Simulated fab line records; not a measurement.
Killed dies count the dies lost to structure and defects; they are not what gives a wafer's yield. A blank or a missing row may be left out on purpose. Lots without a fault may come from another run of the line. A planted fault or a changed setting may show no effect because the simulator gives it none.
Chamber matching    flow n5-finfet    3 sister chambers for N5_BEOL_M2_PRE_CLEAN_60 on cvd-co-01
The step time 15 s. 30 wafers are shown with their chamber, then 12 later ones without.

== WAFERS WITH THEIR CHAMBER ==
wafer   chamber  heater-power-outer-w (W)  heater-power-w (W)
L075.1  2        4                         50
L075.3  0        50                        127
L075.5  1        47                        125
L076.1  2        4                         50
L076.4  0        49                        122
L076.6  2        4                         51
L077.3  1        47                        124
L077.4  2        4                         51
L077.6  0        50                        130
L078.2  0        50                        130
L078.3  2        4                         50
L078.6  1        45                        125
L079.1  1        47                        125
L079.4  1        46                        126
L079.6  2        4                         50
L080.4  2        4                         51
L080.5  0        49                        127
L080.6  1        46                        125
L082.2  1        46                        130
L082.4  0        51                        126
L082.5  2        4                         51
L083.1  1        46                        125
L083.4  0        50                        128
L083.6  1        46                        128
L084.1  1        46                        128
L084.4  0        50                        129
L084.6  2        4                         53
L086.2  0        50                        129
L086.3  2        4                         52
L086.4  2        4                         52

SIGNATURES (averages over the wafers above)
reading               chamber 0  chamber 1  chamber 2  scatter within a chamber
heater-power-outer-w  49.89      46.20      4.00       0.49
heater-power-w        127.56     126.10     51.00      1.86
Rule: a wafer lies at a distance from a chamber equal to the root of the sum of squares, over the readings, of (its reading less the chamber's mean, divided by the reading's scatter). The wafer belongs to the nearest chamber; if the next one is less than 2 further off, it can't be placed. How the scatter is found: for the shown wafers, subtract from each reading the mean of its chamber, square and add these, divide the total by (wafers less chambers), then take the root.

== WAFERS MISSING THEIR CHAMBER ==
wafer   heater-power-outer-w (W)  heater-power-w (W)
L089.1  4                         51
L089.5  50                        129
L089.6  46                        127
L092.1  4                         51
L092.2  46                        127
L092.3  51                        125
L093.1  4                         52
L093.3  45                        130
L093.4  46                        125
L097.2  5                         53
L097.3  46                        126
L097.5  46                        127

== THE CHAMBER EACH PASSED THROUGH ==
wafer   from the rows above  in truth
L089.1  2                    2
L089.5  0                    0
L089.6  1                    1
L092.1  2                    2
L092.2  1                    1
L092.3  0                    0
L093.1  2                    2
L093.3  1                    1
L093.4  1                    1
L097.2  2                    2
L097.3  1                    1
L097.5  1                    1
12 of 12 placed correctly. Can't be placed from these rows: 0. Number placed wrongly: 0.
